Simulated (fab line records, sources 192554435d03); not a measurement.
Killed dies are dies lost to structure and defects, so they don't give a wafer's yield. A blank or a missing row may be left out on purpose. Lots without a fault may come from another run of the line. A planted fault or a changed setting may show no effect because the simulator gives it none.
Which tool did it? | flow n5_finfet | 24 lots, 72 wafers sampled, at 6 steps of a route of 1938

WHAT THE GAUGES READ, wafer by wafer
N5_BEOL_M13_CD_MEAS_17: target cd 190 nm.
lot  | measured     | on        | cd_nm (nm)
L076 | day 15 05:05 | cd_sem-01 | 187.4 186.5 187.8
L074 | day 15 10:46 | cd_sem-02 | 188.9 188.6 191.4
L075 | day 15 11:29 | cd_sem-02 | 189.3 191.0 190.1
L077 | day 15 17:31 | cd_sem-02 | 194.4 193.0 191.8
L078 | day 15 21:06 | cd_sem-02 | 187.3 187.5 187.3
L079 | day 16 05:24 | cd_sem-01 | 187.9 188.1 190.4
L081 | day 16 10:59 | cd_sem-02 | 186.4 188.0 187.8
L083 | day 16 14:46 | cd_sem-02 | 189.2 190.7 191.6
L080 | day 16 22:33 | cd_sem-03 | 190.9 192.0 192.8
L082 | day 16 23:47 | cd_sem-03 | 192.4 190.2 191.8
L085 | day 17 00:25 | cd_sem-02 | 192.8 191.5 192.5
L084 | day 17 10:13 | cd_sem-03 | 190.7 191.2 189.5
L086 | day 17 12:18 | cd_sem-02 | 188.6 188.6 188.8
L089 | day 18 08:04 | cd_sem-01 | 189.9 191.0 190.6
L091 | day 18 09:05 | cd_sem-02 | 190.9 190.8 188.7
L087 | day 18 15:08 | cd_sem-01 | 190.6 191.6 191.1
L090 | day 18 18:43 | cd_sem-03 | 192.1 189.4 188.1
L088 | day 18 19:13 | cd_sem-03 | 188.6 192.5 189.6
L092 | day 18 19:47 | cd_sem-02 | 186.2 187.6 188.4
L093 | day 19 11:05 | cd_sem-03 | 191.9 191.7 191.8
L094 | day 19 19:27 | cd_sem-01 | 192.1 191.6 188.1
L095 | day 20 04:54 | cd_sem-03 | 188.2 187.7 187.9
L096 | day 20 06:27 | cd_sem-01 | 190.2 191.3 192.2
L097 | day 20 18:42 | cd_sem-03 | 189.1 193.6 191.6

N5_BEOL_M13_OVL_MEAS_29.
lot  | measured     | on         | M13_OVL (nm)
L076 | day 15 05:34 | overlay-02 | 7 13 4
L074 | day 15 11:07 | overlay-02 | -8 1 -2
L075 | day 15 11:59 | overlay-01 | -4 -4 -7
L077 | day 15 17:59 | overlay-02 | 4 0 1
L078 | day 15 21:35 | overlay-01 | -3 3 0
L079 | day 16 05:46 | overlay-02 | 5 0 0
L081 | day 16 11:28 | overlay-02 | 3 6 11
L083 | day 16 15:08 | overlay-02 | 0 0 2
L080 | day 16 22:55 | overlay-02 | 0 9 11
L082 | day 17 00:16 | overlay-01 | 2 -4 6
L085 | day 17 00:47 | overlay-02 | 15 8 13
L084 | day 17 10:35 | overlay-01 | 0 4 1
L086 | day 17 12:47 | overlay-01 | 3 9 -1
L089 | day 18 08:32 | overlay-02 | 5 6 7
L091 | day 18 09:26 | overlay-01 | -2 13 0
L087 | day 18 15:29 | overlay-01 | -1 3 4
L090 | day 18 19:05 | overlay-02 | -2 -2 -5
L088 | day 18 19:34 | overlay-01 | 4 6 6
L092 | day 18 20:16 | overlay-01 | 4 -1 -11
L093 | day 19 11:27 | overlay-01 | 4 -3 -5
L094 | day 19 19:56 | overlay-02 | -14 -6 -1
L095 | day 20 05:23 | overlay-02 | 2 4 5
L096 | day 20 06:49 | overlay-02 | -3 1 3
L097 | day 20 19:03 | overlay-02 | 8 6 11

N5_BEOL_M14_OVL_MEAS_11.
lot  | measured     | on         | V13_OVL (nm)
L076 | day 15 10:25 | overlay-02 | 8 1 6
L074 | day 15 14:47 | overlay-01 | 5 -6 4
L075 | day 15 16:32 | overlay-02 | -10 -11 -11
L077 | day 16 01:41 | overlay-02 | 7 5 11
L078 | day 16 02:27 | overlay-02 | -5 3 -5
L079 | day 16 15:34 | overlay-02 | 0 1 0
L081 | day 16 16:11 | overlay-02 | -14 -12 -9
L083 | day 16 20:51 | overlay-02 | -4 5 -5
L080 | day 17 03:30 | overlay-02 | 12 6 9
L082 | day 17 03:46 | overlay-02 | -8 -3 0
L085 | day 17 06:26 | overlay-01 | 4 1 7
L084 | day 17 17:35 | overlay-01 | -4 -3 -1
L086 | day 17 19:08 | overlay-01 | 3 4 -3
L089 | day 18 12:59 | overlay-02 | -3 -3 7
L091 | day 18 14:05 | overlay-01 | -1 -2 -6
L087 | day 18 19:09 | overlay-01 | 5 -2 4
L090 | day 18 22:22 | overlay-01 | 6 2 9
L088 | day 18 23:38 | overlay-01 | 2 6 1
L092 | day 19 00:11 | overlay-02 | 2 2 4
L093 | day 19 16:43 | overlay-01 | 4 7 5
L094 | day 20 01:13 | overlay-01 | 12 5 4
L095 | day 20 09:26 | overlay-02 | 10 7 5
L096 | day 20 12:43 | overlay-02 | 2 -2 -4
L097 | day 21 02:38 | overlay-01 | -3 -7 -6

WHICH TOOL RAN EACH LOT (tool, then ch and the chambers of the sampled wafers, then the start)
lot  | N5_BEOL_M13_STRIP_64                 | N5_BEOL_M13_ETCH_67                | N5_BEOL_M13_ETCH_38
L076 | plasma_asher-01 ch 0,1, day 15 04:56 | rie_diel-06 ch 0,1,3, day 15 05:40 | rie_diel-02 ch 0,2,3, day 15 07:55
L074 | plasma_asher-01 ch 0,1, day 15 10:38 | rie_diel-02 ch 1,3, day 15 11:17   | rie_diel-02 ch 1,2,3, day 15 12:19
L075 | plasma_asher-01 ch 0,1, day 15 11:20 | rie_diel-06 ch 1,2,3, day 15 12:11 | rie_diel-02 ch 0,1,2, day 15 12:55
L077 | plasma_asher-01 ch 0,1, day 15 17:21 | rie_diel-03 ch 0,2,3, day 15 18:05 | rie_diel-03 ch 1,2,3, day 15 23:03
L078 | plasma_asher-02 ch 0,1, day 15 20:57 | rie_diel-06 ch 1,2,3, day 15 21:40 | rie_diel-06 ch 0,1,3, day 15 23:22
L079 | plasma_asher-02 ch 0,1, day 16 05:16 | rie_diel-02 ch 2,3, day 16 05:51   | rie_diel-03 ch 0,3, day 16 12:38
L081 | plasma_asher-01 ch 0,1, day 16 10:50 | rie_diel-03 ch 0,3, day 16 12:08   | rie_diel-06 ch 1,2, day 16 13:04
L083 | plasma_asher-01 ch 0,1, day 16 14:37 | rie_diel-03 ch 0,1,3, day 16 15:13 | rie_diel-06 ch 0,1,2, day 16 18:26
L080 | plasma_asher-01 ch 0,1, day 16 22:24 | rie_diel-06 ch 0,1, day 16 23:01   | rie_diel-02 ch 0,3, day 17 00:59
L082 | plasma_asher-01 ch 1, day 16 23:38   | rie_diel-06 ch 1,3, day 17 00:42   | rie_diel-03 ch 1,3, day 17 01:25
L085 | plasma_asher-01 ch 0,1, day 17 00:16 | rie_diel-03 ch 2,3, day 17 01:38   | rie_diel-03 ch 1,2,3, day 17 04:07
L084 | plasma_asher-02 ch 0,1, day 17 10:05 | rie_diel-02 ch 0,3, day 17 11:00   | rie_diel-06 ch 0,2,3, day 17 14:34
L086 | plasma_asher-02 ch 0,1, day 17 12:10 | rie_diel-06 ch 1,2,3, day 17 12:53 | rie_diel-06 ch 1,2, day 17 15:02
L089 | plasma_asher-02 ch 0,1, day 18 07:55 | rie_diel-03 ch 0,1,2, day 18 08:43 | rie_diel-06 ch 0,2, day 18 10:27
L091 | plasma_asher-02 ch 0,1, day 18 08:58 | rie_diel-03 ch 0,1, day 18 09:46   | rie_diel-03 ch 1,2,3, day 18 11:19
L087 | plasma_asher-01 ch 0,1, day 18 14:59 | rie_diel-02 ch 1,2,3, day 18 15:35 | rie_diel-03 ch 0,1,2, day 18 16:34
L090 | plasma_asher-01 ch 0,1, day 18 18:34 | rie_diel-03 ch 0,2,3, day 18 19:10 | rie_diel-02 ch 1,2, day 18 20:17
L088 | plasma_asher-02 ch 0,1, day 18 19:04 | rie_diel-03 ch 2,3, day 18 19:43   | rie_diel-06 ch 1,2, day 18 20:50
L092 | plasma_asher-01 ch 0,1, day 18 19:39 | rie_diel-02 ch 0,3, day 18 20:25   | rie_diel-06 ch 0,2,3, day 18 21:16
L093 | plasma_asher-02 ch 1, day 19 10:56   | rie_diel-03 ch 0,1,2, day 19 11:32 | rie_diel-03 ch 0,2,3, day 19 12:17
L094 | plasma_asher-01 ch 0,1, day 19 19:18 | rie_diel-06 ch 1,2,3, day 19 20:02 | rie_diel-06 ch 0,1,3, day 19 22:36
L095 | plasma_asher-01 ch 0,1, day 20 04:45 | rie_diel-03 ch 0,1, day 20 05:28   | rie_diel-03 ch 0,3, day 20 07:13
L096 | plasma_asher-01 ch 0,1, day 20 06:18 | rie_diel-06 ch 1,3, day 20 07:10   | rie_diel-03 ch 0,1,3, day 20 09:53
L097 | plasma_asher-02 ch 0,1, day 20 18:33 | rie_diel-02 ch 1,2, day 20 19:44   | rie_diel-02 ch 0,2,3, day 21 00:09
- N5_BEOL_M13_STRIP_64: strips in N2/H2.
- N5_BEOL_M13_ETCH_67: etches SiARC in CF4, target depth 143 nm, time 238.3 s.
- N5_BEOL_M13_ETCH_38: etches SiCN in CF4/N2, target depth 67.5 nm, time 71.9 s.

WHAT THE TOOLS THEMSELVES READ (means of the sampled wafers that have a number; where no wafer has one, the mark that the record gives instead)
N5_BEOL_M13_STRIP_64.
lot  | tool            | drypump_motor_current_A (A) | heater_power_w (W) | oes_product_au (a.u.) | strip_time_to_endpoint_s (s)
L076 | plasma_asher-01 | 6.06                        | 316                | 0.720                 | 31.29
L074 | plasma_asher-01 | 6.08                        | 312                | 0.714                 | 31.22
L075 | plasma_asher-01 | 5.91                        | 324                | 0.709                 | 31.31
L077 | plasma_asher-01 | 6.07                        | 311                | 0.715                 | 31.41
L078 | plasma_asher-02 | 5.97                        | 305                | 0.721                 | 31.30
L079 | plasma_asher-02 | 5.98                        | 300                | 0.717                 | 31.22
L081 | plasma_asher-01 | 5.90                        | 325                | 0.711                 | 31.39
L083 | plasma_asher-01 | 5.92                        | 322                | 0.713                 | 31.34
L080 | plasma_asher-01 | 6.05                        | 309                | 0.711                 | 31.23
L082 | plasma_asher-01 | 5.74                        | 328                | 0.710                 | 31.35
L085 | plasma_asher-01 | 6.05                        | 316                | 0.714                 | 31.21
L084 | plasma_asher-02 | 6.20                        | 312                | 0.712                 | 31.48
L086 | plasma_asher-02 | 5.98                        | 300                | 0.719                 | 31.29
L089 | plasma_asher-02 | 5.97                        | 299                | 0.713                 | 31.21
L091 | plasma_asher-02 | 6.20                        | 305                | 0.719                 | 31.22
L087 | plasma_asher-01 | 5.89                        | 326                | 0.714                 | 31.37
L090 | plasma_asher-01 | 5.90                        | 323                | 0.720                 | 31.26
L088 | plasma_asher-02 | 5.96                        | 302                | 0.718                 | 31.21
L092 | plasma_asher-01 | 6.07                        | 313                | 0.716                 | 31.28
L093 | plasma_asher-02 | 6.44                        | 312                | 0.715                 | 31.24
L094 | plasma_asher-01 | 6.08                        | 311                | 0.708                 | 31.30
L095 | plasma_asher-01 | 5.91                        | 320                | 0.716                 | 31.30
L096 | plasma_asher-01 | 6.05                        | 312                | 0.716                 | 31.34
L097 | plasma_asher-02 | 5.97                        | 303                | 0.714                 | 31.27

N5_BEOL_M13_ETCH_67.
lot  | tool        | drypump_motor_current_A (A) | etch_rf_on_time_s (s) | oes_product_au (a.u.) | rf_fwd_power_W (W) | rf_vpp_V (V) | showerhead_plenum_p_Torr (Torr) | throttle_valve_pct (%)
L076 | rie_diel-06 | 5.6                         | 236                   | 0.71                  | 542.6              | 183.6        | 2.15                            | 15.7
L074 | rie_diel-02 | 5.0                         | 235                   | 0.65                  | 543.7              | 184.0        | 2.18                            | 15.8
L075 | rie_diel-06 | 5.6                         | 241                   | 0.65                  | 544.0              | 183.9        | 2.18                            | 15.8
L077 | rie_diel-03 | 5.9                         | 235                   | 0.64                  | 542.8              | 183.5        | 2.09                            | 15.6
L078 | rie_diel-06 | 5.6                         | 243                   | 0.65                  | 544.1              | 185.2        | 2.18                            | 15.8
L079 | rie_diel-02 | 5.7                         | 243                   | 0.60                  | 544.1              | 183.0        | 2.11                            | 15.9
L081 | rie_diel-03 | 5.6                         | 232                   | 0.69                  | 543.7              | 183.2        | 2.12                            | 15.7
L083 | rie_diel-03 | 5.9                         | 235                   | 0.72                  | 543.5              | 183.9        | 2.14                            | 15.6
L080 | rie_diel-06 | 5.7                         | 242                   | 0.69                  | 543.5              | 182.2        | 2.09                            | 15.6
L082 | rie_diel-06 | 5.5                         | 240                   | 0.66                  | 543.6              | 183.5        | 2.13                            | 16.1
L085 | rie_diel-03 | 6.1                         | 236                   | 0.77                  | 543.6              | 185.3        | 2.23                            | 15.2
L084 | rie_diel-02 | 5.7                         | 234                   | 0.66                  | 545.7              | 182.5        | 2.14                            | 15.7
L086 | rie_diel-06 | 5.6                         | 240                   | 0.65                  | 542.5              | 183.8        | 2.18                            | 15.8
L089 | rie_diel-03 | 5.7                         | 232                   | 0.76                  | 543.7              | 184.3        | 2.17                            | 15.3
L091 | rie_diel-03 | 5.7                         | 232                   | 0.75                  | 545.0              | 184.4        | 2.14                            | 15.4
L087 | rie_diel-02 | 5.3                         | 240                   | 0.69                  | 543.2              | 184.4        | 2.22                            | 15.7
L090 | rie_diel-03 | 5.9                         | 237                   | 0.70                  | 544.0              | 184.1        | 2.17                            | 15.5
L088 | rie_diel-03 | 6.3                         | 244                   | 0.66                  | 544.0              | 184.2        | 2.19                            | 15.5
L092 | rie_diel-02 | 5.5                         | 236                   | 0.65                  | 544.8              | 185.1        | 2.19                            | 15.5
L093 | rie_diel-03 | 5.7                         | 229                   | 0.75                  | 541.5              | 184.5        | 2.17                            | 15.3
L094 | rie_diel-06 | 5.6                         | 243                   | 0.63                  | 543.1              | 183.4        | 2.17                            | 15.8
L095 | rie_diel-03 | 5.5                         | 226                   | 0.73                  | 541.9              | 183.2        | 2.11                            | 15.5
L096 | rie_diel-06 | 5.5                         | 247                   | 0.63                  | 543.4              | 183.3        | 2.12                            | 16.1
L097 | rie_diel-02 | 5.1                         | 239                   | 0.66                  | 544.5              | 183.5        | 2.19                            | 16.0

N5_BEOL_M13_ETCH_38.
lot  | tool        | drypump_motor_current_A (A) | oes_product_au (a.u.) | rf_fwd_power_W (W) | rf_vpp_V (V) | showerhead_plenum_p_Torr (Torr) | throttle_valve_pct (%)
L076 | rie_diel-02 | 5.7                         | 0.75                  | 428.8              | 382.5        | 2.19                            | 15.5
L074 | rie_diel-02 | 5.3                         | 0.73                  | 428.6              | 382.2        | 2.21                            | 15.6
L075 | rie_diel-02 | 5.5                         | 0.73                  | 428.8              | 381.0        | 2.15                            | 15.8
L077 | rie_diel-03 | 6.1                         | 0.78                  | 428.3              | 381.0        | 2.18                            | 15.3
L078 | rie_diel-06 | 5.6                         | 0.82                  | 427.1              | 382.9        | 2.21                            | 15.6
L079 | rie_diel-03 | 6.1                         | 0.75                  | 429.0              | 381.5        | 2.19                            | 15.6
L081 | rie_diel-06 | 5.7                         | 0.71                  | 428.2              | 381.4        | 2.17                            | 15.7
L083 | rie_diel-06 | 5.7                         | 0.75                  | 427.6              | 381.4        | 2.18                            | 15.5
L080 | rie_diel-02 | 5.5                         | 0.78                  | 428.9              | 383.7        | 2.25                            | 15.3
L082 | rie_diel-03 | 6.1                         | 0.85                  | 427.5              | 382.7        | 2.23                            | 15.3
L085 | rie_diel-03 | 6.1                         | 0.87                  | 429.2              | 384.7        | 2.26                            | 15.1
L084 | rie_diel-06 | 5.6                         | 0.80                  | 427.8              | 383.2        | 2.26                            | 15.4
L086 | rie_diel-06 | 5.7                         | 0.69                  | 427.6              | 383.1        | 2.22                            | 15.5
L089 | rie_diel-06 | 5.7                         | 0.79                  | 428.2              | 381.7        | 2.20                            | 15.2
L091 | rie_diel-03 | 6.1                         | 0.85                  | 428.1              | 383.1        | 2.26                            | 15.2
L087 | rie_diel-03 | 5.7                         | 0.89                  | 428.4              | 383.8        | 2.24                            | 15.1
L090 | rie_diel-02 | 5.1                         | 0.79                  | 428.2              | 382.6        | 2.25                            | 15.7
L088 | rie_diel-06 | 5.8                         | 0.68                  | 427.7              | 382.4        | 2.22                            | 15.5
L092 | rie_diel-06 | 5.6                         | 0.79                  | 427.6              | 383.4        | 2.26                            | 15.4
L093 | rie_diel-03 | 5.9                         | 0.82                  | 429.8              | 383.1        | 2.23                            | 15.3
L094 | rie_diel-06 | 5.6                         | 0.79                  | 429.0              | 382.8        | 2.20                            | 15.6
L095 | rie_diel-03 | 5.6                         | 0.78                  | 428.5              | 381.0        | 2.17                            | 15.5
L096 | rie_diel-03 | 5.9                         | 0.80                  | 428.6              | 382.3        | 2.19                            | 15.4
L097 | rie_diel-02 | 5.7                         | 0.79                  | 428.5              | 382.0        | 2.26                            | 15.5

THE ANSWER, worked out from the rows above alone
Rule: what is usual is taken from the lots themselves. Put in order of their means at a reading, lots are off if they are a third of the lots or fewer, leave a main group of 4 or more, and stand apart from it by a gap of 3 or more times the standard deviation of the main group's means; of several such gaps the widest counts. A main group whose means are all the same, to the digits that the tables above print for the reading, isn't used. A lot without any number at a reading at which 4 lots or more have one is off too. The other lots that the step has rows for count as sound. The gauges are gone through in route order, then the tools' own readings, and for those a lot's mean is taken as printed above. The first step at which some lot is off is used, and at that step the reading that is off furthest; a lot without a number counts as furthest.
No lot is off at any reading shown: from this, nothing can be told.

WHAT THE SIMULATOR HAD PUT IN
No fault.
